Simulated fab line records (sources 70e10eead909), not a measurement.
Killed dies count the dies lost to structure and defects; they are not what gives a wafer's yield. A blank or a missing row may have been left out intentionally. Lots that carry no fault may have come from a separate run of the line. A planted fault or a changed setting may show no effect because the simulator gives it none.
A struck lot beside a sound one	flow nand_harc	14 out of 1159 route steps
Sound: wafers L315.2, L315.4, L315.6. Struck: wafer L328.1; the same lot's L328.4 was not struck, so it is left out; see the end for the cause.
Per side, at each step with rows, come the tool, then ch with its chambers, and then its first start. Under that, the readings that differ: sound wafers	struck wafers	difference of the means	sigmas: that difference in standard deviations of wafers without a fault.
alike: readings whose means differ by less than 2 such deviations, and words and numbers that are the same on both sides. not compared: withheld readings, readings that some wafer has no value for, bounds like >300 that may hide the same value, and numbers for which the record gives no deviation and whose values overlap.
The two part at a step that has a row with sigmas, a row that says differs or no value, or rows on one side only. When numbers do not overlap yet have no deviation, they are printed without sigmas and do not part them. Lack of a reading on every wafer of one side parts them only where that side has two or more wafers.

NHARC_A_WL_FILL_CVD_03: deposits W, target thk 40 nm, time 3302 s.
  sound on cvd_w-01 ch 0,1, day 16 02:01; struck on cvd_w-01 ch 1, day 19 05:29
  alike: heater_power_w, throttle_valve_pct
then, 1 step without rows for these wafers: NHARC_A_WL_FILL_ETCHBACK_04 (etches the open film in NF3, target depth 60 nm, time 120 s).
NHARC_A_WL_FILL_ETCHBACK_05: etches the open film in Cl2/BCl3, target depth 22 nm, time 60 s.
  sound on rie_metal-03 ch 0, day 16 05:35; struck on rie_metal-03 ch 0, day 19 08:34
  alike: drypump_motor_current_A, oes_product_au, run_length_s, temp_c
  not compared: rf_hours_counter_h
NHARC_A_WL_FILL_STRIP_27: strips in N2/H2, time 20 s.
  sound on plasma_asher-01 ch 0,1, day 16 08:12; struck on plasma_asher-02 ch 0, day 19 08:42
reading	sound	struck	difference	sigmas
temp_c (C)	249.97 250.14 250.10	249.57	-0.50	-3
  alike: drypump_motor_current_A, heater_power_w
  not compared: rf_hours_counter_h
then, 4 steps without rows for these wafers: NHARC_A_WL_FILL_STRIP_28 (strips in post etch residue remover, time 1200 s); NHARC_A_WL_FILL_PRECLEAN_06 (cleans in DIW, time 300 s); NHARC_A_WL_FILL_SRD_07; NHARC_A_WL_FILL_ANNEAL_08 (time 1800 s).
NHARC_A_WL_FILL_ALD_10: deposits SiO2, target thk 50 nm, pulse time 10 s, ald cycles 500.
  sound on ald_hk-04 ch 1,2,3, day 16 15:03; struck on ald_hk-01 ch 1, day 19 12:05
  alike: heater_power_w, precursor_pulse_height_rel
NHARC_A_WL_FILL_ETCHBACK_16: etches the open film in C4F8/O2/Ar, target depth 88 nm, time 17.6 s.
  sound: rie_diel-01 ch 1,2,3; struck: rie_diel-08 ch 1
  alike: oes_product_au, rf_vpp_V, run_length_s
  not compared: rf_hours_counter_h
then, 1 step without rows for these wafers: NHARC_A_WL_FILL_STRIP_29 (strips in O2, time 20 s).
NHARC_A_WL_FILL_ETCHBACK_17: etches the open film in Cl2/BCl3, target depth 4 nm, time 26.7 s.
  sound on rie_metal-01 ch 0,1, day 16 18:55; struck on rie_metal-03 ch 0, day 19 15:55
reading	sound	struck	difference	sigmas
oes_product_au (a.u.)	1.013 1.014 1.020	0.990	-0.026	-2
run_length_s (s)	47.2 47.7 47.3	44.6	-2.8	-6
  alike: drypump_motor_current_A
  not compared: rf_hours_counter_h
then, 1 step without rows for these wafers: NHARC_A_WL_FILL_PRECLEAN_18 (cleans in dHF, time 30 s).
-- the record jumps here: 4 days lie between the struck wafers' starts before and after (it left off in module A_WL_FILL and takes up again in module END, whose first step shown is number 1159 of the route) --
NHARC_END_SORT_01:
  sound on prober-01 ch 0, day 21 00:49; struck on prober-01 ch 0, day 23 06:28
reading	sound	struck	difference	sigmas
killed_at_other	0 0 0	4	+4	+4
killed_at_periphery	2 3 2	9	+7	+3
  alike: killed_at_array, killed_dies, killed_open, killed_short

WHERE THEY PART
First at NHARC_A_WL_FILL_STRIP_27; last, within this record, at NHARC_END_SORT_01.

WHY: whatever the simulator had introduced
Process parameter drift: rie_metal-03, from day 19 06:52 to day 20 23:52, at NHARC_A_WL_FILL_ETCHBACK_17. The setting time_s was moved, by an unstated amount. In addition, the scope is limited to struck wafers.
